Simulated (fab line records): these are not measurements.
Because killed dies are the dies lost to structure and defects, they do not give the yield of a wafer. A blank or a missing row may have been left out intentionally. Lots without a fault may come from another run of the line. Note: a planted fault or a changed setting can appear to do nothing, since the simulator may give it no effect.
What tool caused it? -- flow n5_finfet -- 12 lots with 36 wafers sampled at 3 steps, on a route of 1938 steps

WHAT THE GAUGES SHOWED, per wafer
N5_BEOL_M12_INSPECT_55: inspects for defects (darkfield).
lot,measured,on,raw_defect_count
L075,day 11 00:09,defect_inspect-02,51 46 43
L078,day 11 15:15,defect_inspect-01,45 71 57
L077,day 11 16:11,defect_inspect-01,28 47 29
L081,day 12 06:53,defect_inspect-02,30 41 59
L083,day 12 18:42,defect_inspect-02,68 93 78
L085,day 13 08:51,defect_inspect-01,71 68 69
L088,day 13 21:25,defect_inspect-01,76 75 86
L090,day 14 04:44,defect_inspect-02,63 78 69
L091,day 14 09:02,defect_inspect-01,65 87 91
L093,day 16 06:26,defect_inspect-01,82 95 105
L094,day 16 06:40,defect_inspect-02,70 93 92
L096,day 17 10:28,defect_inspect-02,54 62 53

WHAT TOOL EACH LOT RAN ON (gives the tool, then ch and the chambers of the sampled wafers, and finally the start)
lot,N5_BEOL_M12_STRIP_37,N5_BEOL_M12_PRE_CLEAN_42
L075,"plasma_asher-01 ch 0,1, day 10 21:32","pvd_sputter-03, day 10 22:41"
L078,"plasma_asher-02 ch 0,1, day 11 13:25","pvd_sputter-01, day 11 14:03"
L077,"plasma_asher-01 ch 0,1, day 11 14:22","pvd_sputter-01, day 11 14:59"
L081,"plasma_asher-02 ch 0,1, day 12 05:05","pvd_sputter-02, day 12 05:26"
L083,"plasma_asher-01 ch 0,1, day 12 17:07","pvd_sputter-03, day 12 17:29"
L085,"plasma_asher-02 ch 0,1, day 13 05:40","pvd_sputter-02, day 13 07:39"
L088,"plasma_asher-01 ch 0,1, day 13 18:18","pvd_sputter-03, day 13 20:12"
L090,"plasma_asher-01 ch 0,1, day 14 02:13","pvd_sputter-03, day 14 03:20"
L091,"plasma_asher-02 ch 0,1, day 14 06:40","pvd_sputter-01, day 14 07:16"
L093,"plasma_asher-02 ch 0, day 16 01:05","pvd_sputter-01, day 16 05:14"
L094,"plasma_asher-01 ch 0,1, day 16 02:54","pvd_sputter-03, day 16 05:25"
L096,"plasma_asher-01 ch 0,1, day 17 06:44","pvd_sputter-02, day 17 09:16"
- N5_BEOL_M12_STRIP_37: strips in N2/H2.
- N5_BEOL_M12_PRE_CLEAN_42: time 30 s.

THE ANSWER, worked out from the rows above alone
Rule: the lots themselves supply what counts as usual. Put in order of their means at a reading, lots are off if they are a third of the lots or fewer, leave a main group of 4 or more, and stand apart from it by a gap of 3 or more times the standard deviation of the main group's means; of several such gaps the widest counts. Not used: any main group whose means are identical at the precision the tables above print for the reading. A lot without any number at a reading at which 4 lots or more have one is off too. Any other lot the step has rows for is counted as sound.
No lot is off at any reading shown: from this, nothing can be told.

WHAT THE SIMULATOR HAD PUT IN
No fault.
